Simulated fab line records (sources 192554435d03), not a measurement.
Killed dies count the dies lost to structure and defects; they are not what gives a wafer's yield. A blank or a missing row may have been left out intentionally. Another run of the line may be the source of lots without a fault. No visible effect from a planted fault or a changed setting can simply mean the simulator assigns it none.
fab line records | flow n5Finfet
record lots=7 wafers=21 lastDay=17
route steps=1938 shown BEOL_M4@1028
lots that met no fault: taken from a fault-free run of the same line
startH: start of the lot's first displayed wafer, in hours after the record's first day | waitH: hours elapsed since this lot's preceding step | " the same as in the row above | L1.1+2: one row covering several wafers at once | - value missing, or start not given | * or withheld: withheld | < > ~ a bound
route shown NAME@n: names a module that has steps shown in the file, with the first one's number in the route | usual: mean and standard deviation over wafers with no fault | same: alike in all rows | chamber/n: place in a boat | sites: readings site by site | _std_site: the standard deviation of these | _edge_site: mean of outer sites minus mean of inner sites | radiusMm: for every site, how far away it sits from the centre of the wafer | mask NAME#n: copy n | behind: the last tool/chamber to shape the wafer | hold: the reason the lot was held/the length of the hold in hours/how it ended | device: transistor that didn't switch, given as n, p or np | end of line: at the end of the route, the tests of the same wafers | where a step has no rows: the recipe by itself | killed: dies that structure and defects cost at the first sort, which is not the same as the wafer's yield | map: a wafer's dies, marking killed ones x, the rest . and places with no die _
set.NAME: the setting as run; set.NAME@STEP: as run at that earlier step | model.NAME: the simulator's own value behind a step, which no gauge read
lots seen at some steps along the route; tables by step, rows by wafer
services: from which hour (startH, from the record's first day; less than 0 if before it) a tool's chamber was out of use, for how many hours, and why
## steps
# step N5_BEOL_M4_COAT_05
# recipe resist=CAR-EUV spinRpm=1500 resistThkNm=30
# step N5_BEOL_M4_EBR_07
# recipe solvent=PGMEA ebrWidthMm=1.5
# step N5_BEOL_M4_SOFTBAKE_06
# recipe tempC=110 timeS=60 resist=CAR-EUV
# step N5_BEOL_M4_EXPOSE_08
# recipe maskId=M4 na=0.33 sourceShape=dipole sigmaInner=0.369 sigmaOuter=0.767 polarization=unpolarized doseMj=41.25
# step N5_BEOL_M4_PEB_09
# recipe pebTempC=100 pebTimeS=60 resist=CAR-EUV
# step N5_BEOL_M4_DEVELOP_10
# recipe developTimeS=30 developer=TMAH resist=CAR-EUV rinseLiquid=surfactantRinse dry=airSpin devTempC=23
# step N5_BEOL_M4_CD_MEAS_11
# recipe targetCdNm=16.79 landingEnergyEv=500 detector=seInlens polarity=opening
# usual cdNm=16.81/0.22
# columns lot.wafer tool chamber startH waitH cdNm
L579.1 cdSem-01 0 173.08 - 16.55
L579.4 " 0 " " 16.31
L579.6 " 0 " " 16.82
L581.2 cdSem-01 0 195.22 - 16.58
L581.3 " 0 " " 17.08
L581.4 " 0 " " 16.83
L582.2 cdSem-03 0 196.53 - 17.24
L582.5 " 0 " " 16.99
L582.6 " 0 " " 16.89
L585.1 cdSem-03 0 196.88 - 16.68
L585.2 " 0 " " 17.06
L585.5 " 0 " " 16.64
L592.2 cdSem-02 0 248.45 - 16.70
L592.5 " 0 " " 17.19
L592.6 " 0 " " 16.94
L593.2 cdSem-03 0 252.48 - 16.79
L593.3 " 0 " " 16.77
L593.5 " 0 " " 16.65
L598.2 cdSem-03 0 295.94 - 16.99
L598.5 " 0 " " 16.60
L598.6 " 0 " " 16.62
# step N5_BEOL_M4_OVL_MEAS_12
# recipe pointsPerWafer=522
# usual M4_OVL=-0.4/0.65
# columns lot.wafer tool chamber startH waitH M4_OVL[nm]
L579.1 overlay-02 0 173.11 0.0 0.5
L579.4 " 0 " " -0.5
L579.6 " 0 " " -0.1
L581.2 overlay-01 0 195.25 0.0 0.1
L581.3 " 0 " " 0.2
L581.4 " 0 " " -1.6
L582.2 overlay-02 0 196.57 0.0 0.3
L582.5 " 0 " " -0.1
L582.6 " 0 " " -1.1
L585.1 overlay-01 0 196.91 0.0 -0.8
L585.2 " 0 " " -0.7
L585.5 " 0 " " -2.2
L592.2 overlay-01 0 248.49 0.0 0.8
L592.5 " 0 " " -0.2
L592.6 " 0 " " -0.1
L593.2 overlay-01 0 252.51 0.0 0.4
L593.3 " 0 " " -0.1
L593.5 " 0 " " -0.5
L598.2 overlay-01 0 295.98 0.0 -0.8
L598.5 " 0 " " -0.5
L598.6 " 0 " " 0.0
# step N5_BEOL_M4_INSPECT_13
# recipe mode=adi inspectInstrument=brightfield
# usual rawDefectCount=401/93
# columns lot.wafer tool chamber startH waitH rawDefectCount
L579.1 defectInspect-02 - 173.17 0.1 389
L579.4 " - " " 359
L579.6 " - " " 357
L581.2 defectInspect-02 - 195.30 0.0 418
L581.3 " - " " 229
L581.4 " - " " 434
L582.2 defectInspect-01 - 196.62 0.0 513
L582.5 " - " " 428
L582.6 " - " " 471
L585.1 defectInspect-02 - 196.97 0.1 436
L585.2 " - " " 588
L585.5 " - " " 449
L592.2 defectInspect-01 - 248.54 0.0 394
L592.5 " - " " 302
L592.6 " - " " 410
L593.2 defectInspect-02 - 252.56 0.0 423
L593.3 " - " " 427
L593.5 " - " " 245
L598.2 defectInspect-02 - 296.03 0.0 335
L598.5 " - " " 397
L598.6 " - " " 312
# step N5_BEOL_M4_DESCUM_16
# recipe chemistry=O2 timeS=7 sourcePowerW=50 biasPowerW=20 pressureMtorr=20 rfFrequencyHz=2.712e+07 tempC=40 resist=CAR-EUV o2FlowSccm=225
# usual drypumpMotorCurrentA=5.6/0.55 oesProductAu=0.78/0.085 rfVppV=242.6/1.6 showerheadPlenumPTorr=2.07/0.075 throttleValvePct=20.53/0.2
# columns lot.wafer tool chamber startH waitH drypumpMotorCurrentA oesProductAu rfHoursCounterH rfVppV showerheadPlenumPTorr throttleValvePct
L579.1 rieDiel-04 1 173.20 0.0 5.8 0.85 41 242.5 2.13 20.60
L579.4 " 1 " " 5.8 0.87 - 244.4 2.13 20.60
L579.6 " 3 " " 4.9 0.72 - 242.4 2.01 20.71
L581.2 rieDiel-04 2 195.34 0.0 4.9 0.71 209 244.4 2.16 20.56
L581.3 " 2 " " 4.9 0.70 - 243.4 2.16 20.55
L581.4 " 1 " " 5.8 0.85 - 242.4 2.12 20.61
L582.2 rieDiel-05 2 196.84 0.2 6.5 0.79 134 243.2 2.10 20.34
L582.5 " 2 " " 6.5 0.80 - 243.3 2.10 20.33
L582.6 " 1 " " 6.1 0.73 - 241.0 1.97 20.62
L585.1 rieDiel-06 1 197.10 0.1 5.6 0.72 189 238.6 1.92 20.74
L585.2 " 0 " " 6.5 0.67 247 244.2 2.06 20.53
L585.5 " 2 " " 5.6 0.89 - 243.6 2.14 20.25
L592.2 rieDiel-06 1 248.58 0.0 5.6 0.72 207 241.1 1.92 20.79
L592.5 " 1 " " 5.6 0.71 - 240.3 1.92 20.82
L592.6 " 3 " " 5.1 0.88 - 241.5 2.05 20.35
L593.2 rieDiel-06 1 252.61 0.0 5.6 0.71 209 240.7 1.92 20.79
L593.3 " 3 " " 5.1 0.87 37 242.6 2.05 20.36
L593.5 " 3 " " 5.1 0.87 - 242.5 2.05 20.35
L598.2 rieDiel-06 1 296.06 0.0 5.6 0.71 224 240.2 1.91 20.82
L598.5 " 3 " " 5.1 0.86 - 242.0 2.05 20.36
L598.6 " 0 " " 6.4 0.93 - 241.4 2.05 20.22
# step N5_BEOL_M4_ETCH_74
# recipe chemistry=N2/H2 target=underlayer targetDepthA=65 maskMaterial=CAR-EUV timeS=5.2 ionEnergyEv=200 pressureMtorr=30 sourceW=840 biasW=150 n2FlowSccm=200 h2FlowSccm=200 ends=cleared
# usual biasW=150.0/0.4 chamberPressureMTorr=30.00/0.039 drypumpMotorCurrentA=5.6/0.55 etchRfOnTimeS=5.13/0.14 oesProductAu=0.67/0.072 rfVppV=522.9/2.9 showerheadPlenumPTorr=2.51/0.095 throttleValvePct=17.94/0.22
# columns lot.wafer tool chamber startH waitH biasW chamberPressureMTorr drypumpMotorCurrentA etchRfOnTimeS oesProductAu rfHoursCounterH rfVppV showerheadPlenumPTorr throttleValvePct
L579.1 rieDiel-04 1 173.24 0.0 149.3 30.03 5.8 5.18 0.75 41 525.8 2.58 18.05
L579.4 " 1 " " 149.7 29.96 5.8 5.16 0.74 - 525.6 2.59 18.06
L579.6 " 3 " " 149.9 30.02 4.9 5.10 0.62 - 520.3 2.44 18.14
L581.2 rieDiel-04 2 195.39 0.0 150.5 30.05 4.9 5.42 0.60 209 526.5 2.62 17.91
L581.3 " 2 " " 150.7 29.95 4.9 5.41 0.60 - 524.0 2.62 17.87
L581.4 " 1 " " 150.5 29.99 5.8 5.09 0.73 - 524.3 2.58 18.07
L582.2 rieDiel-05 2 196.88 0.0 151.2 29.95 6.5 5.01 0.69 134 523.6 2.56 17.82
L582.5 " 2 " " 150.3 30.05 6.5 4.98 0.69 - 522.8 2.55 17.80
L582.6 " 1 " " 149.8 29.99 6.1 5.03 0.62 - 518.3 2.41 18.11
L585.1 rieDiel-06 1 197.13 0.0 150.1 30.03 5.6 5.10 0.64 189 518.0 2.31 17.93
L585.2 " 0 " " 149.9 29.99 6.5 5.24 0.57 247 521.2 2.51 18.20
L585.5 " 2 " " 149.8 29.96 5.6 5.02 0.76 - 522.6 2.57 17.48
L592.2 rieDiel-06 1 248.61 0.0 149.6 30.03 5.6 5.12 0.62 207 516.5 2.30 17.95
L592.5 " 1 " " 150.1 29.92 5.6 5.12 0.61 - 518.1 2.30 17.97
L592.6 " 3 " " 148.9 29.95 5.1 5.05 0.75 - 523.1 2.48 17.76
L593.2 rieDiel-06 1 252.64 0.0 150.3 30.04 5.7 5.14 0.61 209 518.7 2.30 17.96
L593.3 " 3 " " 149.9 29.97 5.1 5.03 0.75 37 521.6 2.48 17.73
L593.5 " 3 " " 149.8 29.97 5.1 5.03 0.74 - 522.8 2.48 17.75
L598.2 rieDiel-06 1 296.10 0.0 150.5 30.02 5.6 5.13 0.60 224 516.7 2.30 18.01
L598.5 " 3 " " 149.7 30.00 5.1 5.05 0.73 - 519.1 2.48 17.80
L598.6 " 0 " " 149.9 29.95 6.5 5.19 0.79 - 522.4 2.50 17.83
# step N5_BEOL_M4_ETCH_63
# recipe chemistry=CF4 target=SiARC targetDepthA=156 maskMaterial=CAR-EUV timeS=26 ionEnergyEv=80 pressureMtorr=40 sourceW=545 biasW=36 Ar_flow_sccm=100 cf4FlowSccm=100 ends=cleared
# usual biasW=36.01/0.11 cf4FlowSccm=100.0/0.32 drypumpMotorCurrentA=5.6/0.55 etchRfOnTimeS=25.7/0.77 oesProductAu=0.67/0.074 rfVppV=183.7/1.3 showerheadPlenumPTorr=2.11/0.075 throttleValvePct=15.68/0.22
# columns lot.wafer tool chamber startH waitH biasW cf4FlowSccm drypumpMotorCurrentA etchRfOnTimeS oesProductAu rfHoursCounterH rfVppV showerheadPlenumPTorr throttleValvePct
L579.1 rieDiel-04 1 173.25 0.0 35.99 99.8 5.8 25.6 0.75 41 185.6 2.19 15.76
L579.4 " 1 " " 35.95 100.0 5.8 25.8 0.75 - 183.9 2.18 15.78
L579.6 " 3 " " 36.16 100.2 4.9 25.5 0.63 - 183.3 2.06 15.84
L581.2 rieDiel-04 2 195.42 0.0 36.07 100.3 4.9 27.3 0.59 209 185.6 2.20 15.74
L581.3 " 2 " " 36.08 100.4 4.9 27.4 0.59 - 184.9 2.21 15.74
L581.4 " 1 " " 35.85 99.8 5.8 26.0 0.74 - 184.3 2.18 15.78
L582.2 rieDiel-05 2 196.89 0.0 36.25 99.6 6.5 25.2 0.68 134 185.1 2.13 15.53
L582.5 " 2 " " 36.31 99.4 6.5 24.9 0.68 - 184.2 2.13 15.52
L582.6 " 1 " " 35.84 99.8 6.1 24.3 0.63 - 182.3 2.03 15.96
L585.1 rieDiel-06 1 197.15 0.0 35.94 100.5 5.6 25.8 0.62 189 182.2 1.97 15.84
L585.2 " 0 " " 35.94 99.4 6.5 26.3 0.57 247 183.7 2.10 15.73
L585.5 " 2 " " 35.92 99.9 5.6 24.8 0.78 - 183.5 2.17 15.33
L592.2 rieDiel-06 1 248.63 0.0 35.97 100.4 5.7 25.4 0.62 207 181.7 1.96 15.87
L592.5 " 1 " " 36.17 100.7 5.6 25.5 0.62 - 180.3 1.96 15.88
L592.6 " 3 " " 35.96 100.1 5.1 25.2 0.75 - 182.4 2.09 15.40
L593.2 rieDiel-06 1 252.66 0.0 36.05 100.0 5.6 25.4 0.62 209 182.2 1.96 15.88
L593.3 " 3 " " 35.92 100.0 5.1 25.2 0.74 37 182.9 2.09 15.41
L593.5 " 3 " " 35.92 99.5 5.1 25.5 0.75 - 184.6 2.09 15.40
L598.2 rieDiel-06 1 296.11 0.0 36.00 100.3 5.6 26.1 0.60 224 182.0 1.96 15.92
L598.5 " 3 " " 35.95 100.2 5.1 25.6 0.73 - 184.0 2.08 15.44
L598.6 " 0 " " 36.00 100.4 6.4 26.2 0.78 - 185.0 2.09 15.29
# step N5_BEOL_M4_ETCH_64
# recipe chemistry=N2/H2 target=SOC targetDepthA=750 overetchA=225 maskMaterial=SiARC tempC=40 timeS=121.9 ionEnergyEv=200 pressureMtorr=30 sourceW=840 biasW=150 n2FlowSccm=200 h2FlowSccm=200
# usual biasW=150.0/0.44 chamberPressureMTorr=29.996/0.028 drypumpMotorCurrentA=5.6/0.55 oesProductAu=0.59/0.061 rfVppV=523.0/2.7 showerheadPlenumPTorr=2.51/0.095 throttleValvePct=17.89/0.22
# columns lot.wafer tool chamber startH waitH biasW chamberPressureMTorr drypumpMotorCurrentA oesProductAu rfHoursCounterH rfVppV showerheadPlenumPTorr throttleValvePct model.CAR-EUV_of_BEOL_M4_COAT_05.thkNm model.SiARC_of_BEOL_M4_COAT_62.thkNm model.underlayer_of_BEOL_M4_COAT_73.thkNm
L579.1 rieDiel-04 1 173.28 0.0 150.4 29.983 5.8 0.65 41 524.2 2.59 17.99 0 6.4 0
L579.4 " 1 " " 150.0 29.994 5.8 0.66 - 525.2 2.59 18.01 0 6.4 0
L579.6 " 3 " " 150.3 30.018 4.9 0.55 - 520.2 2.44 18.10 0 6 0
L581.2 rieDiel-04 2 195.46 0.0 - - - - - - - - 11.2 12 5
L581.3 " 2 " " - - - - - - - - 11 12 5
L581.4 " 1 " " - - - - - - - - 11 12 5
L582.2 rieDiel-05 2 196.92 0.0 - - - - - - - - 11.2 12 5
L582.5 " 2 " " - - - - - - - - 11.2 12 5
L582.6 " 1 " " - - - - - - - - 11 12 5
L585.1 rieDiel-06 1 197.17 0.0 - - - - - - - - 11.2 12 5
L585.2 " 0 " " - - - - - - - - 11.2 12 5
L585.5 " 2 " " - - - - - - - - 11 12 5
L592.2 rieDiel-06 1 248.66 0.0 150.5 30.013 5.6 0.54 207 517.5 2.30 17.94 0 6.2 0
L592.5 " 1 " " 150.3 30.001 5.6 0.54 - 517.3 2.30 17.93 0 6.2 0
L592.6 " 3 " " 149.9 29.985 5.1 0.65 - 522.8 2.48 17.69 0 6.2 0
L593.2 rieDiel-06 1 252.69 0.0 150.0 30.023 5.6 0.54 209 518.9 2.30 17.92 0 6.4 0
L593.3 " 3 " " 150.7 30.004 5.1 0.65 37 523.1 2.48 17.69 0 6.2 0
L593.5 " 3 " " 150.3 30.016 5.1 0.65 - 520.8 2.48 17.71 0 6.2 0
L598.2 rieDiel-06 1 296.14 0.0 150.4 30.007 5.6 0.53 224 516.7 2.30 17.95 0 6.4 0
L598.5 " 3 " " 150.1 29.959 5.1 0.64 - 523.2 2.48 17.73 0 6.2 0
L598.6 " 0 " " 150.4 29.970 6.5 0.70 - 522.8 2.50 17.79 0 6.4 0
# step N5_BEOL_M4_STRIP_65
# recipe chemistry=N2/H2 tempC=40 n2FlowSccm=200 h2FlowSccm=200 rfFrequencyHz=6e+07
# step N5_BEOL_M4_STRIP_75
# recipe chemistry=N2/H2 tempC=40 n2FlowSccm=200 h2FlowSccm=200 rfFrequencyHz=6e+07
# step N5_BEOL_M4_STRIP_66
# recipe chemistry=CF4 resist=SiARC powerW=300 biasPowerW=75 pressureMtorr=50 cf4FlowSccm=150 rfFrequencyHz=6e+07
# usual drypumpMotorCurrentA=5.6/0.55 oesProductAu=0.77/0.08 rfVppV=270.8/1.6 showerheadPlenumPTorr=1.77/0.062 throttleValvePct=13.65/0.24
# columns lot.wafer tool chamber startH waitH drypumpMotorCurrentA oesProductAu rfHoursCounterH rfVppV showerheadPlenumPTorr throttleValvePct
L579.1 rieDiel-04 1 173.41 0.0 5.8 0.86 41 273.8 1.83 13.67
L579.4 " 1 " " 5.8 0.86 - 273.0 1.83 13.68
L579.6 " 3 " " 4.9 0.72 - 270.9 1.72 13.76
L581.2 rieDiel-04 2 195.66 0.0 4.9 0.70 209 272.9 1.84 13.71
L581.3 " 2 " " 4.9 0.71 - 273.6 1.84 13.69
L581.4 " 1 " " 5.8 0.84 - 272.7 1.82 13.70
L582.2 rieDiel-05 2 197.05 0.0 6.5 0.78 134 272.1 1.79 13.51
L582.5 " 2 " " 6.5 0.78 - 270.7 1.79 13.54
L582.6 " 1 " " 6.1 0.71 - 269.3 1.71 13.99
L585.1 rieDiel-06 1 197.31 0.0 5.6 0.72 189 266.9 1.65 13.82
L585.2 " 0 " " 6.4 0.67 247 270.8 1.75 13.71
L585.5 " 2 " " 5.6 0.88 - 272.4 1.84 13.33
L592.2 rieDiel-06 1 248.79 0.0 5.6 0.71 207 267.7 1.65 13.85
L592.5 " 1 " " 5.6 0.71 - 268.1 1.65 13.85
L592.6 " 3 " " 5.1 0.86 - 270.8 1.75 13.35
L593.2 rieDiel-06 1 252.82 0.0 5.6 0.71 209 267.7 1.64 13.86
L593.3 " 3 " " 5.1 0.86 37 271.6 1.75 13.34
L593.5 " 3 " " 5.1 0.85 - 271.2 1.75 13.35
L598.2 rieDiel-06 1 296.27 0.0 5.6 0.69 224 269.2 1.64 13.90
L598.5 " 3 " " 5.1 0.83 - 269.6 1.74 13.38
L598.6 " 0 " " 6.4 0.91 - 270.9 1.75 13.20
# step N5_BEOL_M4_HM_OPEN_17
# recipe chemistry=Cl2/BCl3 targetDepthA=200 overetchA=60 target=TiN maskMaterial=SOC ionEnergyEv=150 pressureMtorr=10 icpW=1000 biasW=126 Cl2_flow_sccm=53.25 bcl3FlowSccm=21.75 Ar_flow_sccm=25
# usual bcl3FlowSccm=21.76/0.063 drypumpMotorCurrentA=5.5/0.34 oesProductAu=0.70/0.05 throttleValvePct=22.02/0.15
# columns lot.wafer tool chamber startH waitH bcl3FlowSccm drypumpMotorCurrentA oesProductAu rfHoursCounterH throttleValvePct
L579.1 rieMetal-01 1 173.45 0.0 21.73 5.2 0.71 31 22.18
L579.4 " 1 " " 21.72 5.2 0.70 - 22.21
L579.6 " 0 " " 21.83 5.4 0.76 - 21.96
L581.2 rieMetal-03 0 195.71 0.0 21.63 6.0 0.28 62 22.71
L581.3 " 1 " " 21.81 5.1 0.34 - 22.46
L581.4 " 0 " " 21.72 6.0 0.27 - 22.73
L582.2 rieMetal-01 1 197.09 0.0 21.70 5.2 0.30 34 22.87
L582.5 " 1 " " 21.66 5.2 0.30 - 22.87
L582.6 " 0 " " 21.88 5.4 0.33 - 22.64
L585.1 rieMetal-03 1 197.35 0.0 21.74 5.1 0.33 11 22.46
L585.2 " 0 " " 21.86 6.0 0.28 62 22.72
L585.5 " 1 " " 21.70 5.2 0.33 - 22.45
L592.2 rieMetal-03 1 248.83 0.0 21.78 5.1 0.74 15 21.81
L592.5 " 0 " " 21.79 6.0 0.63 - 22.08
L592.6 " 1 " " 21.77 5.2 0.74 - 21.83
L593.2 rieMetal-03 0 252.86 0.0 21.69 6.0 0.63 67 22.08
L593.3 " 1 " " 21.87 5.2 0.75 - 21.80
L593.5 " 1 " " 21.76 5.1 0.74 - 21.82
L598.2 rieMetal-02 1 296.32 0.0 21.84 5.8 0.74 14 22.16
L598.5 " 0 " " 21.69 5.5 0.64 - 21.84
L598.6 " 1 " " 21.79 5.8 0.73 - 22.17
# step N5_BEOL_M4_STRIP_19
# recipe chemistry=O2 powerW=400 tempC=40 pressureMtorr=30 rfFrequencyHz=6e+07 biasPowerW=0 overashFraction=0.2 o2FlowSccm=225
# usual drypumpMotorCurrentA=5.7/0.52 oesProductAu=0.76/0.071 rfVppV=3.7/0.44 showerheadPlenumPTorr=2.07/0.068 throttleValvePct=16.81/0.19
# same overashFraction=0.2
# columns lot.wafer tool chamber startH waitH drypumpMotorCurrentA oesProductAu rfHoursCounterH rfVppV showerheadPlenumPTorr throttleValvePct
L579.1 rieDiel-04 3 173.56 0.1 4.9 0.72 158 3.6 2.01 16.93
L579.4 " 2 " " 4.9 0.71 - 3.2 2.17 16.81
L579.6 " 1 " " 5.8 0.86 - 3.4 2.13 16.79
L581.2 rieDiel-06 3 195.82 0.1 5.1 0.90 19 3.9 2.06 16.53
L581.3 " 2 " " 5.6 0.90 29 4.0 2.14 16.47
L581.4 " 1 " " 5.6 0.72 188 3.5 1.93 16.96
L582.2 rieDiel-04 2 197.30 0.2 4.9 0.70 210 3.9 2.17 16.81
L582.5 " 3 " " 4.8 0.73 - 3.7 2.01 16.94
L582.6 " 2 " " 4.8 0.70 - 4.4 2.17 16.81
L585.1 rieDiel-06 0 197.48 0.1 6.5 0.67 247 2.8 2.06 16.81
L585.2 " 1 " " 5.6 0.72 189 4.2 1.93 16.96
L585.5 " 1 " " 5.6 0.72 - 4.7 1.93 16.96
L592.2 rieDiel-06 3 248.94 0.1 5.1 0.87 35 4.6 2.06 16.55
L592.5 " 3 " " 5.1 0.88 - 3.0 2.06 16.55
L592.6 " 1 " " 5.6 0.71 - 3.9 1.92 17.02
L593.2 rieDiel-05 2 252.97 0.1 6.5 0.77 156 4.1 2.09 16.68
L593.3 " 3 " " 5.4 0.74 194 3.5 2.09 16.79
L593.5 " 3 " " 5.4 0.74 - 2.7 2.09 16.79
L598.2 rieDiel-06 2 296.43 0.1 5.6 0.86 60 3.0 2.13 16.52
L598.5 " 3 " " 5.1 0.85 - 3.1 2.05 16.58
L598.6 " 0 " " 6.4 0.93 - 3.7 2.05 16.41
# step N5_BEOL_M4_CD_MEAS_18
# recipe pitchNm=36 targetCdNm=18
# usual cdNm=18.1/0.36
# columns lot.wafer tool chamber startH waitH cdNm
L579.1 cdSem-01 - 173.63 0.0 18.4
L579.4 " - " " 17.5
L579.6 " - " " 18.0
L581.2 cdSem-02 - 195.89 0.1 -
L581.3 " - " " -
L581.4 " - " " -
L582.2 cdSem-01 - 197.37 0.1 -
L582.5 " - " " -
L582.6 " - " " -
L585.1 cdSem-01 - 197.55 0.0 -
L585.2 " - " " -
L585.5 " - " " -
L592.2 cdSem-02 - 249.01 0.1 17.8
L592.5 " - " " 18.0
L592.6 " - " " 18.0
L593.2 cdSem-02 - 253.04 0.1 18.5
L593.3 " - " " 17.7
L593.5 " - " " 18.2
L598.2 cdSem-03 - 296.50 0.1 18.7
L598.5 " - " " 18.0
L598.6 " - " " 18.5
# step N5_BEOL_M4_COAT_67
# recipe resist=SOC tempC=250 timeS=60 spinRpm=1500 resistThkNm=60
# step N5_BEOL_M4_RC_MEAS_101
# usual DIBL_N=35.9/1.9 DIBL_P=35.8/2.4 IOFF_N=0.15/0.031 IOFF_P=0.21/0.037 ION_N=672/13 ION_P=462/8.3 SS_N=71.5/0.72 SS_P=73.2/0.67 VT_N=250/3.4 VT_P=-250/3.4
# columns lot.wafer tool chamber startH waitH DIBL_N[mV/V] DIBL_P[mV/V] IOFF_N[nA/um] IOFF_P[nA/um] ION_N[uA/um] ION_P[uA/um] SS_N[mV/dec] SS_P[mV/dec] VT_N[mV] VT_P[mV]
L579.1 prober-02 0 184.82 0.0 33.5 34.2 0.13 0.15 664 452 71.4 72.9 253 -256
L579.4 " 0 " " 35.1 36.1 0.14 0.17 671 453 71.6 73.5 252 -257
L579.6 " 0 " " 33.6 33.3 0.11 0.13 644 437 71.1 72.4 257 -261
L592.2 prober-01 0 256.32 0.2 36.8 38.0 0.19 0.25 689 482 71.8 73.1 247 -244
L592.5 " 0 " " 37.3 39.0 0.20 0.25 692 471 71.9 74.5 244 -247
L592.6 " 0 " " 37.6 39.7 0.21 0.28 685 469 72.6 73.5 245 -243
L593.2 prober-01 0 264.47 0.2 34.8 33.7 0.13 0.17 664 455 71.0 73.2 253 -254
L593.3 " 0 " " 35.0 35.1 0.13 0.19 668 458 70.9 73.4 250 -251
L593.5 " 0 " " 35.1 35.4 0.15 0.19 676 463 70.8 73.2 250 -251
L598.2 prober-02 0 310.43 0.2 36.9 39.3 0.16 0.22 676 461 71.9 73.3 252 -251
L598.5 " 0 " " 37.1 39.7 0.17 0.23 689 464 71.8 73.2 246 -249
L598.6 " 0 " " 35.9 38.9 0.14 0.22 675 464 72.0 73.0 252 -250
## services
# columns tool chamber startH hours kind
rieDiel-04 0 167.03 32.6 repair
rieDiel-04 3 191.39 5.6 repair
rieMetal-01 - 204.00 0.5 repair
rieDiel-06 0 204.57 - clean
rieDiel-06 0 204.57 - consumableReplace:focusRing
rieDiel-06 0 204.57 14.5 scheduledDown
rieDiel-06 0 204.57 14.5 ventCycle
rieDiel-05 - 219.24 0.6 repair
rieDiel-06 - 226.50 4.3 pm
rieDiel-06 2 244.62 10.0 repair
rieDiel-05 1 249.20 16.5 repair
rieDiel-04 3 277.18 5.2 repair
rieMetal-02 - 281.58 1.0 repair
rieMetal-02 - 293.50 1.4 pm
## key
firstSign step=N5_BEOL_M4_ETCH_64 reading=toolRecord direction=missing
effect step=N5_BEOL_M4_HM_OPEN_17 reading=oesProductAu direction=down sigmas=7.9 usual=0.70 struck=0.31
effect step=N5_BEOL_M4_CD_MEAS_18 reading=cdNm direction=missing
modelEffect step=N5_BEOL_M4_ETCH_64 value=CAR-EUV_of_BEOL_M4_COAT_05.thkNm without=0 struck=11.11
metAt N5_BEOL_M4_ETCH_64
struckWafers L581.2,L581.3,L581.4,L582.2,L582.5,L582.6,L585.1,L585.2,L585.5
laterRowsLeftOut L581.2,L581.3,L581.4,L582.2,L582.5,L582.6,L585.1,L585.2,L585.5
sortLeftOut L581.2,L581.3,L581.4,L582.2,L582.5,L582.6,L585.1,L585.2,L585.5
onsetBetween 173.28 195.46
fault kind=skippedStepWhole tool=rieDiel-04,rieDiel-05,rieDiel-06 chamber=- onsetH=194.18 steps=N5_BEOL_M4_ETCH_64 scope=struckLotsOnly
# sortLeftOut: the simulated sort isn't trusted on such a fault, so these wafers' sort isn't shown, and their yield isn't known
# laterRowsLeftOut: the simulator's readings of these wafers behind a module that went badly wrong aren't trusted and aren't shown, but for the sort
